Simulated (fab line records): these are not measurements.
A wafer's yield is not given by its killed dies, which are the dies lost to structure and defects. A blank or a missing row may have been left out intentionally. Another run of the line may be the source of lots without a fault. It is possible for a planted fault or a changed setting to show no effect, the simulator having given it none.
fab line records | flow nand_harc
record: lots: 5 | wafers: 15 | last_day: 33
route steps=1302 shown A_ONON_D2@554 END@1302
lots with no fault: from the same line, run without faults
start_h: the number of hours between the record's first day and the start of the first shown wafer of the lot | wait_h: hours from the lot's prior step to this one | " same as the row above | L1.1+2: a row that stands for several wafers | - no value present, or no start provided | * or withheld: withheld | < > ~ a bound
route shown NAME@n: names a module that has steps shown in the file, with the first one's number in the route | usual: mean/standard deviation taken from wafers without a fault | same: alike in all rows | chamber/n: place in a boat | sites: the reading at each site | _std_site: their standard deviation | _edge_site: the outer-site mean with the inner-site mean subtracted | radius_mm: for every site, how far away it sits from the centre of the wafer | mask NAME#n: copy n | behind: the tool/chamber that last shaped the wafer | hold: the reason the lot was held/the length of the hold in hours/how it ended | device: the n, p or np transistor that did not switch | end of line: the route-end tests of the same wafers | a step without rows: its recipe alone | killed: not the wafer's yield, but the dies lost to structure and defects at the first sort | map: the dies of a wafer, with x for killed, . for not killed, _ for no die there
set.NAME: the setting as run; set.NAME@STEP: as run at that earlier step | model.NAME: the simulator's own value behind a step, which no gauge read
a table for each step, a row for each wafer; lots at some steps of the route
services: a tool's chamber out of use, with start hour (start_h, from the record's first day; less than 0 if before it), hours out, and reason
== steps ==
step: NHARC_A_ONON_D2_THK_MEAS_14
recipe: thk_meas_gauge: ellipsometry
usual: thk_nm: 1003/8.6
lot.wafer | tool          | chamber | start_h | wait_h | thk_nm
L140.2    | film_metro-01 | -       | 366.60  | -      | 1013
L140.3    | "             | -       | "       | "      | 1013
L140.6    | "             | -       | "       | "      | 1012
L150.1    | film_metro-02 | -       | 466.28  | -      | 991
L150.2    | "             | -       | "       | "      | 990
L150.4    | "             | -       | "       | "      | 990
L151.4    | film_metro-01 | -       | 489.85  | -      | 1006
L151.5    | "             | -       | "       | "      | 1006
L151.6    | "             | -       | "       | "      | 1006
L153.1    | film_metro-01 | -       | 495.34  | -      | 991
L153.3    | "             | -       | "       | "      | 992
L153.6    | "             | -       | "       | "      | 992
L155.2    | film_metro-02 | -       | 507.35  | -      | 988
L155.3    | "             | -       | "       | "      | 990
L155.4    | "             | -       | "       | "      | 989
step: NHARC_A_ONON_D2_ANNEAL_15
recipe: temp_c: 750 | time_s: 3600
step: NHARC_A_ONON_D2_DEP_16
recipe: target_thk_a: 10000 | n2_flow_sccm: 2750 | n2o_flow_sccm: 2000 | nh3_flow_sccm: 500 | sih4_flow_sccm: 210 | temp_c: 400
step: NHARC_A_ONON_D2_THK_MEAS_18
recipe: thk_meas_gauge: ellipsometry
usual: thk_nm: 1000/8.4
lot.wafer | tool          | chamber | start_h | wait_h | thk_nm
L140.2    | film_metro-01 | -       | 373.93  | -      | 998
L140.3    | "             | -       | "       | "      | 1000
L140.6    | "             | -       | "       | "      | 999
L150.1    | film_metro-01 | -       | 473.60  | -      | 989
L150.2    | "             | -       | "       | "      | 988
L150.4    | "             | -       | "       | "      | 990
L151.4    | film_metro-01 | -       | 497.85  | -      | 992
L151.5    | "             | -       | "       | "      | 989
L151.6    | "             | -       | "       | "      | 991
L153.1    | film_metro-02 | -       | 503.02  | -      | 1002
L153.3    | "             | -       | "       | "      | 1002
L153.6    | "             | -       | "       | "      | 1002
L155.2    | film_metro-02 | -       | 516.91  | -      | 991
L155.3    | "             | -       | "       | "      | 990
L155.4    | "             | -       | "       | "      | 990
step: NHARC_A_ONON_D2_DEP_19
recipe: target_thk_a: 10000 | n2_flow_sccm: 2750 | n2o_flow_sccm: 2000 | nh3_flow_sccm: 500 | sih4_flow_sccm: 210 | temp_c: 400
step: NHARC_A_ONON_D2_THK_MEAS_21
recipe: thk_meas_gauge: ellipsometry
usual: thk_nm: 999/11
lot.wafer | tool          | chamber | start_h | wait_h | thk_nm
L140.2    | film_metro-01 | -       | 374.50  | -      | 990
L140.3    | "             | -       | "       | "      | 989
L140.6    | "             | -       | "       | "      | 992
L150.1    | film_metro-01 | -       | 474.17  | -      | 1009
L150.2    | "             | -       | "       | "      | 1008
L150.4    | "             | -       | "       | "      | 1008
L151.4    | film_metro-02 | -       | 498.54  | -      | 1016
L151.5    | "             | -       | "       | "      | 1017
L151.6    | "             | -       | "       | "      | 1016
L153.1    | film_metro-02 | -       | 503.59  | -      | 1022
L153.3    | "             | -       | "       | "      | 1020
L153.6    | "             | -       | "       | "      | 1019
L155.2    | film_metro-01 | -       | 517.48  | -      | 1006
L155.3    | "             | -       | "       | "      | 1007
L155.4    | "             | -       | "       | "      | 1008
step: NHARC_A_ONON_D2_DEP_22
recipe: target_thk_a: 10000 | n2_flow_sccm: 2750 | n2o_flow_sccm: 2000 | nh3_flow_sccm: 500 | sih4_flow_sccm: 210 | temp_c: 400
step: NHARC_A_ONON_D2_THK_MEAS_24
recipe: thk_meas_gauge: ellipsometry
usual: thk_nm: 1000/8.2
lot.wafer | tool          | chamber | start_h | wait_h | thk_nm
L140.2    | film_metro-01 | -       | 375.07  | -      | 998
L140.3    | "             | -       | "       | "      | 999
L140.6    | "             | -       | "       | "      | 998
L150.1    | film_metro-01 | -       | 474.74  | -      | 1013
L150.2    | "             | -       | "       | "      | 1013
L150.4    | "             | -       | "       | "      | 1014
L151.4    | film_metro-02 | -       | 499.10  | -      | 992
L151.5    | "             | -       | "       | "      | 992
L151.6    | "             | -       | "       | "      | 992
L153.1    | film_metro-02 | -       | 504.15  | -      | 1002
L153.3    | "             | -       | "       | "      | 1000
L153.6    | "             | -       | "       | "      | 1001
L155.2    | film_metro-02 | -       | 518.05  | -      | 983
L155.3    | "             | -       | "       | "      | 982
L155.4    | "             | -       | "       | "      | 980
step: NHARC_A_ONON_D2_DEP_25
recipe: target_thk_a: 10000 | n2_flow_sccm: 2750 | n2o_flow_sccm: 2000 | nh3_flow_sccm: 500 | sih4_flow_sccm: 210 | temp_c: 400
step: NHARC_A_ONON_D2_THK_MEAS_27
recipe: thk_meas_gauge: ellipsometry
usual: thk_nm: 997/11
lot.wafer | tool          | chamber | start_h | wait_h | thk_nm
L140.2    | film_metro-01 | -       | 375.64  | -      | 977
L140.3    | "             | -       | "       | "      | 978
L140.6    | "             | -       | "       | "      | 978
L150.1    | film_metro-02 | -       | 475.30  | -      | 1008
L150.2    | "             | -       | "       | "      | 1004
L150.4    | "             | -       | "       | "      | 1007
L151.4    | film_metro-02 | -       | 499.67  | -      | 988
L151.5    | "             | -       | "       | "      | 991
L151.6    | "             | -       | "       | "      | 988
L153.1    | film_metro-02 | -       | 504.75  | -      | 1007
L153.3    | "             | -       | "       | "      | 1008
L153.6    | "             | -       | "       | "      | 1008
L155.2    | film_metro-01 | -       | 518.61  | -      | 1006
L155.3    | "             | -       | "       | "      | 1007
L155.4    | "             | -       | "       | "      | 1006
step: NHARC_A_ONON_D2_DEP_28
recipe: target_thk_a: 10000 | n2_flow_sccm: 2750 | n2o_flow_sccm: 2000 | nh3_flow_sccm: 500 | sih4_flow_sccm: 210 | temp_c: 400
step: NHARC_A_ONON_D2_THK_MEAS_30
recipe: thk_meas_gauge: ellipsometry
usual: thk_nm: 1002/11
lot.wafer | tool          | chamber | start_h | wait_h | thk_nm
L140.2    | film_metro-01 | -       | 376.21  | -      | 999
L140.3    | "             | -       | "       | "      | 996
L140.6    | "             | -       | "       | "      | 998
L150.1    | film_metro-02 | -       | 475.87  | -      | 1005
L150.2    | "             | -       | "       | "      | 1005
L150.4    | "             | -       | "       | "      | 1004
L151.4    | film_metro-02 | -       | 500.23  | -      | 1006
L151.5    | "             | -       | "       | "      | 1007
L151.6    | "             | -       | "       | "      | 1007
L153.1    | film_metro-02 | -       | 505.43  | -      | 1025
L153.3    | "             | -       | "       | "      | 1027
L153.6    | "             | -       | "       | "      | 1027
L155.2    | film_metro-01 | -       | 519.17  | -      | 1000
L155.3    | "             | -       | "       | "      | 998
L155.4    | "             | -       | "       | "      | 1000
step: NHARC_A_ONON_D2_DEP_33
recipe: target_thk_a: 2000 | temp_c: 400 | pressure_torr: 6.5 | rf_w: 900 | teos_flow_sccm: 161.4 | flow_sccm: 2650 | target_thk_nm: 200 | gas: O2 | material: SiO2
usual: heater_power_w: 510/74 | rf_fwd_power_W: 898.9/2.7 | showerhead_vpp_V: 1827/87 | throttle_valve_pct: 16.1/0.46
lot.wafer | tool     | chamber | start_h | wait_h | heater_power_w | rf_fwd_power_W | showerhead_vpp_V | throttle_valve_pct
L140.3    | pecvd-04 | 1       | 376.31  | 0.1    | 422            | 898.3          | 1865             | 16.4
L140.2    | "        | 2       | "       | "      | 292            | 1261.2         | 2078             | 16.2
L140.6    | "        | 2       | "       | "      | 302            | 1260.1         | 2126             | 16.3
L150.1    | pecvd-02 | 0       | 475.93  | 0.1    | 511            | 899.1          | 1922             | 17.1
L150.2    | "        | 2       | "       | "      | 587            | 888.9          | 1875             | 16.4
L150.4    | "        | 2       | "       | "      | 438            | 897.4          | 1881             | 16.0
L151.4    | pecvd-03 | 2       | 500.42  | 0.2    | 684            | 894.0          | 1792             | 15.1
L151.6    | "        | 0       | "       | "      | 524            | 899.8          | 1890             | 16.4
L151.5    | "        | 1       | "       | "      | 543            | 901.4          | 1797             | 15.6
L153.3    | pecvd-03 | 1       | 505.49  | 0.1    | 429            | 898.1          | 1767             | 15.7
L153.1    | "        | 2       | "       | "      | 550            | 899.7          | 1777             | 15.4
L153.6    | "        | 2       | "       | "      | 571            | 897.8          | 1756             | 15.4
L155.2    | pecvd-04 | 0       | 519.28  | 0.1    | 499            | 899.8          | 1706             | 15.7
L155.3    | "        | 1       | "       | "      | 447            | 898.2          | 1871             | 16.5
L155.4    | "        | 1       | "       | "      | 461            | 898.3          | 1858             | 16.5
step: NHARC_A_ONON_D2_THK_MEAS_34
recipe: thk_meas_gauge: ellipsometry
usual: thk_nm: 199.7/2.4
lot.wafer | tool          | chamber | start_h | wait_h | thk_nm
L140.2    | film_metro-01 | -       | 376.68  | -      | 216.8
L140.3    | "             | -       | "       | "      | 200.9
L140.6    | "             | -       | "       | "      | 220.6
L150.1    | film_metro-02 | -       | 476.48  | 0.5    | 199.9
L150.2    | "             | -       | "       | "      | 198.5
L150.4    | "             | -       | "       | "      | 201.2
L151.4    | film_metro-01 | -       | 500.70  | -      | 201.3
L151.5    | "             | -       | "       | "      | 201.5
L151.6    | "             | -       | "       | "      | 203.0
L153.1    | film_metro-01 | -       | 505.90  | -      | 199.2
L153.3    | "             | -       | "       | "      | 197.8
L153.6    | "             | -       | "       | "      | 200.4
L155.2    | film_metro-02 | -       | 519.64  | -      | 199.6
L155.3    | "             | -       | "       | "      | 201.0
L155.4    | "             | -       | "       | "      | 204.3
step: NHARC_END_SORT_01
recipe: temp_c: 25
usual: killed_at_array: 50/17 | killed_at_other: 0.7/1 | killed_at_periphery: 3.4/2.4 | killed_dies: 54/17 | killed_open: 3.3/1.7 | killed_short: 2.5/1.6
same: gross_dies: 677
lot.wafer | tool      | chamber | start_h | wait_h | killed_at_array | killed_at_other | killed_at_periphery | killed_dies | killed_open | killed_short
L140.2    | prober-02 | 0       | 681.87  | 2.8    | 50              | 1               | 5                   | 56          | 2           | 1
L140.3    | prober-02 | 0       | 682.67  | 3.1    | 53              | 1               | 6                   | 60          | 5           | 7
L140.6    | prober-02 | 0       | 685.07  | 4.0    | 51              | 1               | 7                   | 59          | 6           | 3
L155.2    | prober-01 | 0       | 791.95  | 2.8    | 74              | 0               | 2                   | 76          | 1           | 1
L155.3    | prober-01 | 0       | 792.74  | 3.1    | 61              | 1               | 7                   | 69          | 4           | 3
L155.4    | prober-01 | 0       | 793.54  | 3.4    | 49              | 3               | 4                   | 56          | 3           | 1
L151.4    | prober-02 | 0       | 793.55  | 3.4    | 45              | 3               | 2                   | 50          | 2           | 3
L151.5    | prober-02 | 0       | 794.36  | 3.7    | 43              | 1               | 5                   | 49          | 3           | 5
L151.6    | prober-02 | 0       | 795.17  | 4.0    | 44              | 4               | 2                   | 50          | 4           | 1
killed by level:class
L140.2 A_SLIT:chamber_film_flake=32 A_CHANNEL_HOLE_D1:chamber_film_flake=4 A_CHANNEL_HOLE_D2:chamber_film_flake=4 A_CHANNEL_FILL_D2:chamber_film_flake=4 P_STI:chamber_film_flake=3 A_STAIRCASE:chamber_film_flake=2 A_WL_FILL:chamber_film_flake=2 P_GATE:geometric_particle:open=1
L140.3 A_SLIT:chamber_film_flake=24 A_CHANNEL_HOLE_D1:chamber_film_flake=6 A_CONTACT:chamber_film_flake=4 P_STI:chamber_film_flake=3 A_CHANNEL_HOLE_D2:chamber_film_flake=3 A_CHANNEL_FILL_D2:geometric_particle:short=2 A_DECK1_JOINT:chamber_film_flake=2 A_STAIRCASE:chamber_film_flake=2
L140.6 A_SLIT:chamber_film_flake=30 A_CHANNEL_HOLE_D2:chamber_film_flake=7 A_CONTACT:chamber_film_flake=4 P_STI:chamber_film_flake=3 A_CHANNEL_HOLE_D1:chamber_film_flake=3 A_M1:chamber_film_flake=2 P_STI:geometric_particle:short=1 P_GATE:geometric_particle:open=1
L155.2 A_SLIT:chamber_film_flake=36 A_CHANNEL_HOLE_D1:chamber_film_flake=12 A_CHANNEL_HOLE_D2:chamber_film_flake=8 A_CONTACT:chamber_film_flake=7 A_ZERO_WELL:chamber_film_flake=6 A_DECK1_JOINT:chamber_film_flake=3 P_GATE:geometric_particle:short=1 A_CHANNEL_FILL_D2:geometric_particle:open=1
L155.3 A_SLIT:chamber_film_flake=26 A_CHANNEL_HOLE_D1:chamber_film_flake=14 A_CHANNEL_HOLE_D2:chamber_film_flake=7 A_CONTACT:chamber_film_flake=7 A_ZERO_WELL:chamber_film_flake=3 P_ZERO_WELL:chamber_film_flake=2 P_CONTACT:geometric_particle:open=1 P_M0:geometric_particle:open=1
L155.4 A_SLIT:chamber_film_flake=25 A_CHANNEL_HOLE_D1:chamber_film_flake=9 A_CONTACT:chamber_film_flake=6 A_CHANNEL_HOLE_D2:chamber_film_flake=4 THIN_TSV:chamber_film_flake=3 P_STI:chamber_film_flake=2 A_ZERO_WELL:chamber_film_flake=2 P_M0:geometric_particle:short=1
L151.4 A_SLIT:chamber_film_flake=31 A_CHANNEL_HOLE_D1:unspecified=3 A_CONTACT:chamber_film_flake=3 THIN_TSV:chamber_film_flake=3 A_DECK1_JOINT:geometric_particle:short=1 A_CHANNEL_HOLE_D2:geometric_particle:open=1 A_CHANNEL_HOLE_D2:geometric_particle:short=1 A_CHANNEL_FILL_D2:geometric_particle:short=1
L151.5 A_SLIT:chamber_film_flake=26 A_CONTACT:chamber_film_flake=6 P_ZERO_WELL:chamber_film_flake=3 A_CHANNEL_HOLE_D1:unspecified=3 A_ONON_D2:geometric_particle:short=2 P_STI:chamber_film_flake=2 A_SOURCE_PLATE:geometric_particle:open=1 A_SOURCE_PLATE:geometric_particle:short=1
L151.6 A_SLIT:chamber_film_flake=29 A_CONTACT:chamber_film_flake=7 THIN_TSV:chamber_film_flake=3 A_ONON_D1:geometric_particle:open=2 A_STAIRCASE:chamber_film_flake=2 A_DECK1_JOINT:geometric_particle:open=1 A_DECK1_JOINT:geometric_particle:short=1 THIN_TSV:geometric_particle:open=1
== services ==
tool     | chamber | start_h | hours | kind
pecvd-03 | -       | 366.54  | 13.0  | pm
pecvd-03 | 0       | 366.54  | 13.0  | vent_cycle
pecvd-03 | 1       | 366.54  | 13.0  | vent_cycle
pecvd-03 | 2       | 366.54  | 13.0  | vent_cycle
pecvd-03 | 0       | 379.54  | -     | clean
pecvd-03 | 1       | 379.54  | -     | clean
pecvd-03 | 2       | 379.54  | -     | clean
pecvd-02 | 0       | 383.86  | 4.7   | repair
pecvd-02 | -       | 408.00  | 13.0  | pm
pecvd-02 | 0       | 408.00  | 13.0  | vent_cycle
pecvd-02 | 1       | 408.00  | 13.0  | vent_cycle
pecvd-02 | 2       | 408.00  | 13.0  | vent_cycle
pecvd-02 | 0       | 421.00  | -     | clean
pecvd-02 | 1       | 421.00  | -     | clean
pecvd-02 | 2       | 430.51  | 2.3   | repair
pecvd-04 | -       | 450.02  | 13.0  | pm
pecvd-04 | 0       | 450.02  | 13.0  | vent_cycle
pecvd-04 | 1       | 450.02  | 59.9  | vent_cycle
pecvd-04 | 2       | 450.02  | 13.0  | vent_cycle
pecvd-02 | -       | 462.14  | 1.0   | repair
pecvd-04 | 0       | 463.02  | -     | clean
pecvd-04 | 2       | 463.02  | -     | clean
pecvd-02 | 1       | 475.23  | 13.2  | repair
pecvd-02 | 2       | 495.86  | 9.8   | repair
== key ==
first_sign: step: NHARC_A_ONON_D2_DEP_33 | reading: rf_fwd_power_W | direction: up | sigmas: 99+ | usual: * | struck: *
effect: step: NHARC_A_ONON_D2_DEP_33 | reading: showerhead_vpp_V | direction: up | sigmas: 3.2 | usual: 1827 | struck: 2102
effect: step: NHARC_A_ONON_D2_THK_MEAS_34 | reading: thk_nm | direction: up | sigmas: 7.8 | usual: 199.7 | struck: 218.7
met_at NHARC_A_ONON_D2_DEP_33
struck_wafers L140.2,L140.6
tester_left_out L140
fault: kind: process_parameter_drift | tool: pecvd-04 | chamber: 2 | onset_h: 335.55 | steps: NHARC_A_ONON_D2_DEP_33 | channel: rf_w | offset: * | shape: step | end_h: 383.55 | acts_in: * | stated: *
tester_left_out: of these lots the tester's yield and bins aren't shown, on N5 and GAA mostly nor the transistor test; their killed dies are dies lost to structure and defects alone, not to doping, threshold or leakage, so they don't give the yield
